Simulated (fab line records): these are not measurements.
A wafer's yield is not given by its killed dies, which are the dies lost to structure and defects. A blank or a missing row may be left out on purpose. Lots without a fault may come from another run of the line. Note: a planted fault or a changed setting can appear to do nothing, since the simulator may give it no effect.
Matching of chambers :: flow n5_finfet :: N5_BEOL_M3_STRIP_66 on rie_diel-05: 4 sister chambers
The step strips in CF4. 8 wafers are shown with their chamber, then 10 later ones without.

== WAFERS, EACH WITH ITS CHAMBER ==
wafer: L075.1
chamber: 1
drypump_motor_current_A (A): 5.3
showerhead_plenum_p_Torr (Torr): 1.83

wafer: L078.3
chamber: 1
drypump_motor_current_A (A): 5.3
showerhead_plenum_p_Torr (Torr): 1.83

wafer: L080.5
chamber: 3
drypump_motor_current_A (A): 5.8
showerhead_plenum_p_Torr (Torr): 1.84

wafer: L081.1
chamber: 0
drypump_motor_current_A (A): 6.6
showerhead_plenum_p_Torr (Torr): 1.72

wafer: L081.2
chamber: 2
drypump_motor_current_A (A): 6.6
showerhead_plenum_p_Torr (Torr): 1.78

wafer: L081.6
chamber: 3
drypump_motor_current_A (A): 5.9
showerhead_plenum_p_Torr (Torr): 1.84

wafer: L084.1
chamber: 0
drypump_motor_current_A (A): 6.6
showerhead_plenum_p_Torr (Torr): 1.71

wafer: L084.2
chamber: 2
drypump_motor_current_A (A): 6.6
showerhead_plenum_p_Torr (Torr): 1.78

== WAFERS WITH NO CHAMBER GIVEN ==
wafer: L084.5
drypump_motor_current_A (A): 6.6
showerhead_plenum_p_Torr (Torr): 1.78

wafer: L088.2
drypump_motor_current_A (A): 6.6
showerhead_plenum_p_Torr (Torr): 1.71

wafer: L088.4
drypump_motor_current_A (A): 5.3
showerhead_plenum_p_Torr (Torr): 1.82

wafer: L088.6
drypump_motor_current_A (A): 5.3
showerhead_plenum_p_Torr (Torr): 1.82

wafer: L091.3
drypump_motor_current_A (A): 6.6
showerhead_plenum_p_Torr (Torr): 1.71

wafer: L091.4
drypump_motor_current_A (A): 5.3
showerhead_plenum_p_Torr (Torr): 1.82

wafer: L091.6
drypump_motor_current_A (A): 5.3
showerhead_plenum_p_Torr (Torr): 1.82

wafer: L095.1
drypump_motor_current_A (A): 6.6
showerhead_plenum_p_Torr (Torr): 1.78

wafer: L095.2
drypump_motor_current_A (A): 5.3
showerhead_plenum_p_Torr (Torr): 1.82

wafer: L095.3
drypump_motor_current_A (A): 5.8
showerhead_plenum_p_Torr (Torr): 1.83

== THE CHAMBER EACH PASSED THROUGH ==
wafer: L084.5
from the rows above: 2
in truth: 2

wafer: L088.2
from the rows above: 0
in truth: 0

wafer: L088.4
from the rows above: 1
in truth: 1

wafer: L088.6
from the rows above: 1
in truth: 1

wafer: L091.3
from the rows above: 0
in truth: 0

wafer: L091.4
from the rows above: 1
in truth: 1

wafer: L091.6
from the rows above: 1
in truth: 1

wafer: L095.1
from the rows above: 2
in truth: 2

wafer: L095.2
from the rows above: 1
in truth: 1

wafer: L095.3
from the rows above: 3
in truth: 3
Placed correctly: 10 of 10. From these rows, 0 cannot be placed. 0 placed wrongly.
How it was worked out, from the rows above alone: a wafer's distance from a chamber is the root of the sum, over the readings, of the square of ((its reading less the chamber's mean) divided by the reading's scatter). The wafer belongs to the nearest chamber; if the next one is less than 2 further off, it can't be placed. A chamber's mean is the mean of its shown wafers. How the scatter is found: for the shown wafers, subtract from each reading the mean of its chamber, square and add these, divide the total by (wafers less chambers), then take the root.
